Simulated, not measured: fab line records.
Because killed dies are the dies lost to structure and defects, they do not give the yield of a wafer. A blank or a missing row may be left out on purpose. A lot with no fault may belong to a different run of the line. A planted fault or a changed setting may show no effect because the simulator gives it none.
Matching of chambers ; flow nand-harc ; NHARC_P_M2_DEP_33 on pecvd-03: 3 sister chambers
The step deposits SiCN, target thk 30 nm. 6 wafers are shown with their chamber, then 12 later ones without.

## EACH WAFER AND ITS CHAMBER
wafer;chamber;heater-power-outer-w (W);heater-power-w (W)
L088.4;2;246;496
L088.5;1;456;709
L088.6;0;377;611
L090.1;2;289;565
L090.5;1;348;621
L090.6;0;405;634

## WAFERS WITHOUT THEIR CHAMBER
wafer;heater-power-outer-w (W);heater-power-w (W)
L091.2;303;559
L091.5;425;725
L091.6;371;606
L092.1;444;749
L092.2;412;646
L092.4;460;725
L095.1;242;503
L095.2;370;614
L095.5;369;637
L096.2;240;475
L096.3;377;611
L096.6;239;490

## CHAMBER TAKEN BY EACH
wafer;from the rows above;in truth
L091.2;can't be placed: 2 or 0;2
L091.5;can't be placed: 1 or 0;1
L091.6;can't be placed: 0 or 1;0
L092.1;can't be placed: 1 or 0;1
L092.2;can't be placed: 1 or 0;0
L092.4;can't be placed: 1 or 0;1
L095.1;2;2
L095.2;can't be placed: 0 or 1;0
L095.5;can't be placed: 0 or 1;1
L096.2;2;2
L096.3;can't be placed: 0 or 1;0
L096.6;2;2
Correctly placed: 3 of 12. Not placeable from these rows: 9 (in 9, the candidates include the true chamber). 0 placed wrongly.
How it was worked out, from the rows above alone: a wafer's distance from a chamber is the root of the sum, over the readings, of the square of ((its reading less the chamber's mean) divided by the reading's scatter). If the next closest chamber is less than 2 further off than the closest, the wafer can't be placed; otherwise it belongs to the closest. Each chamber's mean is taken over the wafers shown for it. The scatter: the root of (the sum of the squares of (reading less its chamber's mean) over the shown wafers, divided by (wafers less chambers)).
